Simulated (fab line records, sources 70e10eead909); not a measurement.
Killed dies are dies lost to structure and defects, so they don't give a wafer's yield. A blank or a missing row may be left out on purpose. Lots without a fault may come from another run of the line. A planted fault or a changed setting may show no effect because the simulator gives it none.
Which tool did it? | flow nand_harc | 19 lots, 57 wafers sampled, at 6 steps of a route of 1302

WHAT THE GAUGES READ, wafer by wafer
The record holds no reading of a measuring or inspecting step that can be judged against a usual standard deviation.

WHICH TOOL RAN EACH LOT (tool, then ch and the chambers of the sampled wafers, then the start)
lot  | NHARC_P_ZERO_WELL_DESCUM_54        | NHARC_P_STI_ETCH_42                | NHARC_P_GATE_DESCUM_48             | NHARC_P_GATE_RTA_64              | NHARC_P_CONTACT_DESCUM_17          | NHARC_P_M0_ETCH_15
L074 | rie_diel-01 ch 1,2,3, day 2 02:05  | rie_diel-12 ch 1,2,3, day 2 19:16  | rie_diel-10 ch 1,2,3, day 5 11:43  | rtp_anneal-01 ch 0, day 5 16:50  | rie_diel-13 ch 0,1,3, day 5 19:59  | rie_diel-04 ch 0,1,3, no start
L075 | rie_diel-01 ch 0,2, day 2 12:30    | rie_diel-12 ch 1,3, day 3 07:37    | rie_diel-03 ch 2,3, day 5 23:16    | rtp_anneal-01 ch 0, day 6 04:20  | rie_diel-13 ch 0,1,3, day 6 07:18  | rie_diel-07 ch 0,2, no start
L077 | rie_diel-04 ch 1,2, day 3 07:55    | rie_diel-08 ch 1,2,3, day 4 03:37  | rie_diel-10 ch 0,3, day 6 23:08    | rtp_anneal-01 ch 0, day 7 04:29  | rie_diel-02 ch 1,2, day 7 07:28    | rie_diel-01 ch 1,2, no start
L079 | rie_diel-01 ch 1,2,3, day 4 03:59  | rie_diel-08 ch 0,2,3, day 4 23:25  | rie_diel-11 ch 1,2, day 7 15:16    | rtp_anneal-01 ch 0, day 7 20:23  | rie_diel-02 ch 0,3, day 7 23:28    | rie_diel-04 ch 0,1,2, no start
L082 | rie_diel-04 ch 1,2,3, day 5 09:55  | rie_diel-05 ch 0,1,3, day 6 05:40  | rie_diel-10 ch 0,2, day 9 01:49    | rtp_anneal-02 ch 0, day 9 06:53  | rie_diel-06 ch 1,3, day 9 09:53    | rie_diel-07 ch 0,3, no start
L083 | rie_diel-01 ch 0,3, day 5 19:46    | rie_diel-12 ch 0,1,3, day 6 14:17  | rie_diel-11 ch 0,2, day 9 07:55    | rtp_anneal-02 ch 0, day 9 13:04  | rie_diel-06 ch 1,2, day 9 16:06    | rie_diel-07 ch 2,3, no start
L084 | rie_diel-09 ch 2,3, day 6 05:55    | rie_diel-12 ch 0,3, day 7 00:52    | rie_diel-10 ch 0,3, day 9 23:59    | rtp_anneal-02 ch 0, day 10 04:59 | rie_diel-06 ch 0,1,3, day 10 07:57 | rie_diel-04 ch 0,1,2, no start
L086 | rie_diel-04 ch 0,1, day 7 02:23    | rie_diel-05 ch 1,2, day 7 21:17    | rie_diel-03 ch 1,2, day 10 10:26   | rtp_anneal-02 ch 0, day 10 15:37 | rie_diel-02 ch 2,3, day 10 18:38   | rie_diel-01 ch 0,3, no start
L087 | rie_diel-04 ch 0,2, day 7 11:58    | rie_diel-08 ch 1,2, day 8 06:01    | rie_diel-11 ch 0,1,2, day 11 01:13 | rtp_anneal-01 ch 0, day 11 06:05 | rie_diel-06 ch 1,3, day 11 09:09   | rie_diel-04 ch 1,3, no start
L088 | rie_diel-09 ch 1,3, day 7 22:08    | rie_diel-08 ch 0,1,3, day 8 15:22  | rie_diel-03 ch 0,2, day 11 17:25   | rtp_anneal-02 ch 0, day 11 22:43 | rie_diel-02 ch 1,2, day 12 01:52   | rie_diel-07 ch 2,3, no start
L089 | rie_diel-01 ch 0,2,3, day 8 07:54  | rie_diel-12 ch 1,2,3, day 9 00:26  | rie_diel-10 ch 0,1, day 11 17:14   | rtp_anneal-01 ch 0, day 11 22:13 | rie_diel-06 ch 2,3, day 12 01:09   | rie_diel-07 ch 0,1,2, no start
L090 | rie_diel-01 ch 0,1, day 8 17:59    | rie_diel-05 ch 0,1,2, day 9 11:16  | rie_diel-10 ch 0,3, day 12 02:43   | rtp_anneal-01 ch 0, day 12 07:50 | rie_diel-06 ch 1,3, day 12 10:55   | rie_diel-04 ch 0,1,3, no start
L091 | rie_diel-09 ch 1,2,3, day 9 03:50  | rie_diel-05 ch 0,2,3, day 9 22:02  | rie_diel-11 ch 1,2,3, day 12 13:50 | rtp_anneal-01 ch 0, day 12 18:52 | rie_diel-02 ch 0,2,3, day 12 21:56 | rie_diel-01 ch 0,1,3, no start
L092 | rie_diel-04 ch 0,2,3, day 9 13:46  | rie_diel-12 ch 2,3, day 10 07:27   | rie_diel-11 ch 0,1,3, day 12 22:11 | rtp_anneal-02 ch 0, day 13 03:05 | rie_diel-13 ch 0,1,3, day 13 06:39 | rie_diel-01 ch 0,2,3, no start
L093 | rie_diel-04 ch 0,3, day 10 00:37   | rie_diel-12 ch 2,3, day 10 18:32   | rie_diel-10 ch 0,3, day 13 15:34   | rtp_anneal-02 ch 0, day 13 20:35 | rie_diel-13 ch 0,1,3, day 13 23:29 | rie_diel-07 ch 1,2,3, no start
L094 | rie_diel-01 ch 0,1,2, day 10 09:51 | rie_diel-12 ch 1,2, day 11 05:07   | rie_diel-03 ch 0,1,3, day 13 20:22 | rtp_anneal-02 ch 0, day 14 01:31 | rie_diel-06 ch 0,1,2, day 14 04:38 | rie_diel-07 ch 0,2,3, no start
L095 | rie_diel-01 ch 1,2, day 10 19:56   | rie_diel-08 ch 0,2,3, day 11 14:35 | rie_diel-11 ch 1,2,3, day 14 07:46 | rtp_anneal-01 ch 0, day 14 12:45 | rie_diel-02 ch 0,1, day 14 15:53   | rie_diel-07 ch 1,3, no start
L096 | rie_diel-09 ch 0,1, day 11 05:48   | rie_diel-12 ch 0,1, day 12 01:40   | rie_diel-11 ch 0,1, day 14 19:48   | rtp_anneal-02 ch 0, day 15 00:52 | rie_diel-06 ch 2,3, day 15 03:54   | rie_diel-04 ch 0,1,2, no start
L097 | rie_diel-04 ch 0,1,3, day 11 15:58 | rie_diel-05 ch 0,2,3, day 12 10:25 | rie_diel-11 ch 0,1,3, day 15 03:22 | rtp_anneal-02 ch 0, day 15 08:35 | rie_diel-02 ch 1,3, day 15 11:40   | rie_diel-04 ch 0,1, no start
- NHARC_P_ZERO_WELL_DESCUM_54: chemistry O2, time 3 s.
- NHARC_P_STI_ETCH_42: etches the open film in N2/H2, target depth 80 nm, overetch 24 nm, time 61 s.
- NHARC_P_GATE_DESCUM_48: chemistry O2, time 3 s.
- NHARC_P_GATE_RTA_64: time 1 s.
- NHARC_P_CONTACT_DESCUM_17: chemistry O2, time 3 s.
- NHARC_P_M0_ETCH_15: etches the open film in C4F8/Ar, target depth 150 nm, overetch 15 nm, time 82.5 s.

WHAT THE TOOLS THEMSELVES READ (means of the sampled wafers that have a number; where no wafer has one, the mark that the record gives instead)
NHARC_P_ZERO_WELL_DESCUM_54. Usual: chamber_pressure_mTorr 60.00 mTorr, standard deviation 0.054; drypump_motor_current_A 5.7 A, standard deviation 0.41; oes_product_au 0.998 a.u., standard deviation 0.0086; rf_vpp_V 57.6 V, standard deviation 0.78; showerhead_plenum_p_Torr 1.91 Torr, standard deviation 0.084; throttle_valve_pct 11.311 %, standard deviation 0.009.
lot  | tool        | chamber_pressure_mTorr (mTorr) | drypump_motor_current_A (A) | oes_product_au (a.u.) | rf_vpp_V (V) | showerhead_plenum_p_Torr (Torr) | throttle_valve_pct (%) | flag
L074 | rie_diel-01 | 60.03                          | 5.7                         | 1.008                 | 57.5         | 1.89                            | 11.313                 |
L075 | rie_diel-01 | 59.97                          | 5.6                         | 0.991                 | 56.8         | 1.94                            | 11.302                 |
L077 | rie_diel-04 | 59.94                          | 5.7                         | 0.996                 | 56.9         | 1.99                            | 11.305                 |
L079 | rie_diel-01 | 59.97                          | 5.8                         | 0.995                 | 57.7         | 1.89                            | 11.311                 |
L082 | rie_diel-04 | 59.99                          | 5.8                         | 0.990                 | 57.3         | 1.91                            | 11.307                 |
L083 | rie_diel-01 | 59.96                          | 6.3                         | 1.000                 | 57.1         | 1.83                            | 11.314                 |
L084 | rie_diel-09 | 60.02                          | 5.5                         | 1.004                 | 57.2         | 1.92                            | 11.306                 |
L086 | rie_diel-04 | 60.04                          | 5.5                         | 0.994                 | 58.3         | 1.93                            | 11.316                 |
L087 | rie_diel-04 | 59.97                          | 5.4                         | 0.983                 | 57.8         | 1.95                            | 11.311                 |
L088 | rie_diel-09 | 59.98                          | 5.4                         | 1.000                 | 58.7         | 2.02                            | 11.312                 |
L089 | rie_diel-01 | 59.99                          | 6.0                         | 0.995                 | 57.6         | 1.87                            | 11.314                 |
L090 | rie_diel-01 | 60.01                          | 5.6                         | 1.012                 | 57.8         | 1.80                            | 11.311                 |
L091 | rie_diel-09 | 60.03                          | 5.4                         | 1.012                 | 58.1         | 1.96                            | 11.309                 |
L092 | rie_diel-04 | 60.03                          | 5.7                         | 0.991                 | 57.4         | 1.88                            | 11.306                 |
L093 | rie_diel-04 | 59.95                          | 5.7                         | 0.999                 | 57.9         | 1.86                            | 11.309                 |
L094 | rie_diel-01 | 59.94                          | 5.5                         | 0.988                 | 58.0         | 1.86                            | 11.305                 |
L095 | rie_diel-01 | 60.06                          | 5.4                         | 0.995                 | 57.2         | 1.92                            | 11.313                 |
L096 | rie_diel-09 | 60.04                          | 5.3                         | 0.997                 | 57.5         | 1.97                            | 11.323                 |
L097 | rie_diel-04 | 59.98                          | 5.8                         | 0.996                 | 57.9         | 1.88                            | 11.305                 |

NHARC_P_STI_ETCH_42. Usual: chamber_pressure_mTorr 29.997 mTorr, standard deviation 0.028; drypump_motor_current_A 5.6 A, standard deviation 0.42; oes_product_au 0.999 a.u., standard deviation 0.0071; rf_vpp_V 430.3 V, standard deviation 2.3; showerhead_plenum_p_Torr 2.03 Torr, standard deviation 0.079; throttle_valve_pct 14.173 %, standard deviation 0.0085.
lot  | tool        | chamber_pressure_mTorr (mTorr) | drypump_motor_current_A (A) | oes_product_au (a.u.) | rf_vpp_V (V) | showerhead_plenum_p_Torr (Torr) | throttle_valve_pct (%) | flag
L074 | rie_diel-12 | 30.014                         | 5.8                         | 1.000                 | 430.4        | 2.03                            | 14.176                 |
L075 | rie_diel-12 | 29.997                         | 5.9                         | 0.998                 | 430.9        | 2.06                            | 14.182                 |
L077 | rie_diel-08 | 30.005                         | 5.7                         | 0.995                 | 429.1        | 1.97                            | 14.172                 |
L079 | rie_diel-08 | 29.984                         | 5.5                         | 1.000                 | 429.9        | 2.05                            | 14.179                 |
L082 | rie_diel-05 | 29.967                         | 5.5                         | 1.004                 | 431.6        | 2.11                            | 14.176                 |
L083 | rie_diel-12 | 29.982                         | 5.9                         | 0.992                 | 430.4        | 2.05                            | 14.174                 |
L084 | rie_diel-12 | 29.999                         | 6.1                         | 0.996                 | 430.3        | 2.03                            | 14.170                 |
L086 | rie_diel-05 | 29.993                         | 5.3                         | 0.991                 | 430.9        | 2.05                            | 14.167                 |
L087 | rie_diel-08 | 30.008                         | 5.8                         | 0.997                 | 428.1        | 1.94                            | 14.168                 |
L088 | rie_diel-08 | 30.003                         | 5.5                         | 1.007                 | 430.2        | 2.04                            | 14.167                 |
L089 | rie_diel-12 | 30.010                         | 5.8                         | 0.994                 | 429.7        | 2.03                            | 14.177                 |
L090 | rie_diel-05 | 30.014                         | 5.3                         | 1.001                 | 431.0        | 2.06                            | 14.175                 |
L091 | rie_diel-05 | 30.010                         | 5.7                         | 1.000                 | 430.8        | 2.03                            | 14.177                 |
L092 | rie_diel-12 | 30.009                         | 6.1                         | 0.996                 | 429.8        | 2.01                            | 14.178                 |
L093 | rie_diel-12 | 30.021                         | 5.6                         | 1.000                 | 429.5        | 1.99                            | 14.175                 |
L094 | rie_diel-12 | 29.985                         | 5.4                         | 0.996                 | 430.4        | 2.01                            | 14.172                 |
L095 | rie_diel-08 | 30.002                         | 5.5                         | 1.005                 | 430.9        | 2.05                            | 14.182                 |
L096 | rie_diel-12 | 29.962                         | 5.5                         | 1.000                 | 430.1        | 2.05                            | 14.167                 |
L097 | rie_diel-05 | 29.998                         | 5.7                         | 0.987                 | 430.5        | 2.03                            | 14.170                 |

NHARC_P_GATE_DESCUM_48. Usual: chamber_pressure_mTorr 60.00 mTorr, standard deviation 0.054; drypump_motor_current_A 5.6 A, standard deviation 0.49; oes_product_au 1.002 a.u., standard deviation 0.0066; rf_vpp_V 57.9 V, standard deviation 0.91; showerhead_plenum_p_Torr 1.93 Torr, standard deviation 0.075; throttle_valve_pct 11.311 %, standard deviation 0.0073.
lot  | tool        | chamber_pressure_mTorr (mTorr) | drypump_motor_current_A (A) | oes_product_au (a.u.) | rf_vpp_V (V) | showerhead_plenum_p_Torr (Torr) | throttle_valve_pct (%) | flag
L074 | rie_diel-10 | 60.00                          | 5.7                         | 1.005                 | 57.2         | 1.93                            | 11.312                 |
L075 | rie_diel-03 | 59.97                          | 5.1                         | 1.000                 | 58.1         | 1.93                            | 11.311                 |
L077 | rie_diel-10 | 59.97                          | 5.4                         | 1.001                 | 58.5         | 1.99                            | 11.309                 |
L079 | rie_diel-11 | 59.91                          | 5.6                         | 0.997                 | 58.8         | 1.93                            | 11.311                 |
L082 | rie_diel-10 | 60.03                          | 6.3                         | 1.015                 | 58.1         | 2.01                            | 11.309                 |
L083 | rie_diel-11 | 60.02                          | 5.6                         | 0.997                 | 57.3         | 1.90                            | 11.316                 |
L084 | rie_diel-10 | 59.96                          | 5.5                         | 1.003                 | 58.3         | 1.99                            | 11.308                 |
L086 | rie_diel-03 | 60.00                          | 5.5                         | 0.997                 | 57.2         | 1.96                            | 11.306                 |
L087 | rie_diel-11 | 60.01                          | 5.3                         | 0.993                 | 57.2         | 1.89                            | 11.299                 |
L088 | rie_diel-03 | 59.99                          | 5.5                         | 1.003                 | 58.7         | 2.02                            | 11.316                 |
L089 | rie_diel-10 | 59.99                          | 5.8                         | 1.008                 | 57.5         | 1.91                            | 11.315                 |
L090 | rie_diel-10 | 59.99                          | 5.5                         | 1.003                 | 58.5         | 1.99                            | 11.308                 |
L091 | rie_diel-11 | 59.90                          | 5.6                         | 1.010                 | 57.4         | 1.88                            | 11.311                 |
L092 | rie_diel-11 | 59.99                          | 5.4                         | 0.999                 | 57.5         | 1.85                            | 11.310                 |
L093 | rie_diel-10 | 59.98                          | 5.5                         | 0.999                 | 57.9         | 1.99                            | 11.313                 |
L094 | rie_diel-03 | 60.00                          | 5.6                         | 1.002                 | 58.3         | 1.99                            | 11.314                 |
L095 | rie_diel-11 | 60.06                          | 5.6                         | 1.001                 | 58.4         | 1.88                            | 11.308                 |
L096 | rie_diel-11 | 60.04                          | 5.0                         | 1.004                 | 58.3         | 1.86                            | 11.309                 |
L097 | rie_diel-11 | 60.06                          | 5.4                         | 1.010                 | 57.2         | 1.85                            | 11.312                 |

NHARC_P_GATE_RTA_64. Usual: lamp_power_pct 33 %, standard deviation 5.3; lamp_zone_2_pct 33 %, standard deviation 5.3; wafer_temp_C_max 1054.7, standard deviation 1.1.
lot  | tool          | lamp_power_pct (%) | lamp_zone_2_pct (%) | wafer_temp_C_max | flag
L074 | rtp_anneal-01 | 38                 | 38                  | 1053.2           |
L075 | rtp_anneal-01 | 38                 | 38                  | 1054.1           |
L077 | rtp_anneal-01 | 38                 | 38                  | 1053.8           |
L079 | rtp_anneal-01 | 38                 | 38                  | 1053.5           |
L082 | rtp_anneal-02 | 28                 | 28                  | 1056.1           |
L083 | rtp_anneal-02 | 28                 | 28                  | 1056.1           |
L084 | rtp_anneal-02 | 28                 | 28                  | 1055.2           |
L086 | rtp_anneal-02 | 28                 | 28                  | 1055.0           |
L087 | rtp_anneal-01 | 38                 | 38                  | 1053.3           |
L088 | rtp_anneal-02 | 28                 | 28                  | 1054.8           |
L089 | rtp_anneal-01 | 38                 | 38                  | 1054.5           |
L090 | rtp_anneal-01 | 38                 | 38                  | 1054.8           |
L091 | rtp_anneal-01 | 38                 | 38                  | 1053.3           |
L092 | rtp_anneal-02 | 28                 | 28                  | 1055.7           |
L093 | rtp_anneal-02 | 28                 | 28                  | 1055.0           |
L094 | rtp_anneal-02 | 28                 | 28                  | 1055.1           |
L095 | rtp_anneal-01 | 38                 | 38                  | 1054.3           |
L096 | rtp_anneal-02 | 28                 | 28                  | 1054.1           |
L097 | rtp_anneal-02 | 28                 | 28                  | 1054.7           |

NHARC_P_CONTACT_DESCUM_17. Usual: chamber_pressure_mTorr 60.00 mTorr, standard deviation 0.051; drypump_motor_current_A 5.5 A, standard deviation 0.46; oes_product_au 1.001 a.u., standard deviation 0.0073; rf_vpp_V 57.8 V, standard deviation 0.94; showerhead_plenum_p_Torr 1.94 Torr, standard deviation 0.087; throttle_valve_pct 11.311 %, standard deviation 0.0084.
lot  | tool        | chamber_pressure_mTorr (mTorr) | drypump_motor_current_A (A) | oes_product_au (a.u.) | rf_vpp_V (V) | showerhead_plenum_p_Torr (Torr) | throttle_valve_pct (%) | flag
L074 | rie_diel-13 | 60.01                          | 5.7                         | 0.992                 | 58.1         | 2.01                            | 11.316                 |
L075 | rie_diel-13 | 60.00                          | 5.8                         | 0.997                 | 57.7         | 2.01                            | 11.314                 |
L077 | rie_diel-02 | 60.00                          | 5.2                         | 0.996                 | 58.5         | 1.98                            | 11.309                 |
L079 | rie_diel-02 | 60.03                          | 5.4                         | 1.009                 | 57.3         | 1.96                            | 11.322                 |
L082 | rie_diel-06 | 60.02                          | 5.0                         | 1.008                 | 58.1         | 1.93                            | 11.310                 |
L083 | rie_diel-06 | 59.98                          | 5.8                         | 1.003                 | 57.2         | 1.89                            | 11.310                 |
L084 | rie_diel-06 | 60.02                          | 5.6                         | 1.000                 | 57.6         | 1.96                            | 11.301                 |
L086 | rie_diel-02 | 60.05                          | 5.8                         | 1.001                 | 57.6         | 1.85                            | 11.309                 |
L087 | rie_diel-06 | 60.08                          | 5.0                         | 1.003                 | 57.6         | 1.93                            | 11.305                 |
L088 | rie_diel-02 | 60.02                          | 5.4                         | 0.995                 | 57.7         | 1.90                            | 11.314                 |
L089 | rie_diel-06 | 60.02                          | 5.2                         | 1.007                 | 57.0         | 1.83                            | 11.314                 |
L090 | rie_diel-06 | 59.95                          | 5.5                         | 1.003                 | 57.5         | 1.93                            | 11.314                 |
L091 | rie_diel-02 | 60.01                          | 5.6                         | 1.002                 | 57.5         | 1.90                            | 11.303                 |
L092 | rie_diel-13 | 59.98                          | 5.7                         | 1.003                 | 57.8         | 2.01                            | 11.306                 |
L093 | rie_diel-13 | 59.99                          | 5.7                         | 1.008                 | 58.6         | 2.01                            | 11.307                 |
L094 | rie_diel-06 | 59.94                          | 5.9                         | 0.993                 | 58.6         | 1.92                            | 11.315                 |
L095 | rie_diel-02 | 60.02                          | 5.0                         | 1.004                 | 58.0         | 2.03                            | 11.312                 |
L096 | rie_diel-06 | 59.98                          | 5.2                         | 0.997                 | 57.9         | 1.83                            | 11.313                 |
L097 | rie_diel-02 | 59.93                          | 5.2                         | 1.005                 | 58.3         | 2.00                            | 11.307                 |

NHARC_P_M0_ETCH_15. Usual: chamber_pressure_mTorr 25.001 mTorr, standard deviation 0.022; oes_product_au 0.957 a.u., standard deviation 0.023; rf_vpp_V 439.9 V, standard deviation 2.2.
lot  | tool        | chamber_pressure_mTorr (mTorr) | oes_product_au (a.u.) | rf_vpp_V (V) | flag
L074 | rie_diel-04 | 24.993                         | 0.913                 | 441.0        |
L075 | rie_diel-07 | 25.024                         | 0.979                 | 440.5        |
L077 | rie_diel-01 | 24.997                         | 0.915                 | 439.8        |
L079 | rie_diel-04 | 25.004                         | 0.923                 | 442.0        |
L082 | rie_diel-07 | 24.992                         | 0.968                 | 439.7        |
L083 | rie_diel-07 | 25.009                         | 0.975                 | 440.5        |
L084 | rie_diel-04 | 25.017                         | 0.963                 | 441.7        |
L086 | rie_diel-01 | 24.993                         | 0.972                 | 437.9        |
L087 | rie_diel-04 | 24.990                         | 0.967                 | 438.1        |
L088 | rie_diel-07 | 25.004                         | 0.964                 | 442.0        |
L089 | rie_diel-07 | 25.000                         | 0.971                 | 440.0        |
L090 | rie_diel-04 | 25.000                         | 0.971                 | 439.6        |
L091 | rie_diel-01 | 25.002                         | 0.969                 | 437.6        |
L092 | rie_diel-01 | 24.996                         | 0.944                 | 438.2        |
L093 | rie_diel-07 | 25.021                         | 0.976                 | 440.5        |
L094 | rie_diel-07 | 24.996                         | 0.976                 | 440.6        |
L095 | rie_diel-07 | 25.015                         | 0.959                 | 439.6        |
L096 | rie_diel-04 | 24.984                         | 0.918                 | 441.5        |
L097 | rie_diel-04 | 25.003                         | 0.922                 | 440.8        |

THE ANSWER, worked out from the rows above alone
Rule: a lot is off if the mean of its wafers that have a number lies more than 3 standard deviations from the usual mean. A lot without any number at a reading at which 4 lots or more have one is off too. The other lots that the step has rows for count as sound. The gauges are gone through in route order, then the tools' own readings, and for those a lot's mean is taken as printed above. The first step at which some lot is off is used, and at that step the reading that is off furthest; a lot without a number counts as furthest.
No lot is off at any reading shown: from this, nothing can be told.

WHAT THE SIMULATOR HAD PUT IN
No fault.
